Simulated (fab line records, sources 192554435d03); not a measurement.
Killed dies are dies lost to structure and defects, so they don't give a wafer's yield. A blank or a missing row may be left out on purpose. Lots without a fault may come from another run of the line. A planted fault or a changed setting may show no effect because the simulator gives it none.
Chamber matching | flow n5_finfet | N5_BEOL_M5_CO_CAP_78 on cvd_co-01: 3 sister chambers
The step material Co, precursor CCTBA/H2, target thk 2 nm, time 102.1 s. 3 wafers are shown with their chamber, then 7 later ones without.

WAFERS WITH THEIR CHAMBER
wafer  | chamber | heater_power_w (W)
L839.1 | 1       | 187
L839.5 | 2       | 207
L840.4 | 0       | 241

WAFERS WITHOUT THEIR CHAMBER
wafer  | heater_power_w (W)
L840.5 | 188
L852.3 | 187
L852.5 | 214
L852.6 | 186
L853.1 | 184
L853.3 | 209
L853.5 | 211

WHICH CHAMBER EACH WENT THROUGH
wafer  | from the rows above | in truth
L840.5 | 1                   | 1
L852.3 | 1                   | 1
L852.5 | 2                   | 2
L852.6 | 1                   | 1
L853.1 | 1                   | 1
L853.3 | 2                   | 2
L853.5 | 2                   | 2
Placed correctly: 7 of 7. Can't be placed from these rows: 0. Placed wrongly: 0.
How it was worked out, from the rows above alone: a wafer's distance from a chamber is the root of the sum, over the readings, of the square of ((its reading less the chamber's mean) divided by the reading's scatter). The wafer belongs to the nearest chamber; if the next one is less than 2 further off, it can't be placed. A chamber's mean is the mean of its shown wafers. The scatter: with one shown wafer a chamber, the root of the mean of the squares of how far each hidden wafer lies from its nearest shown one.
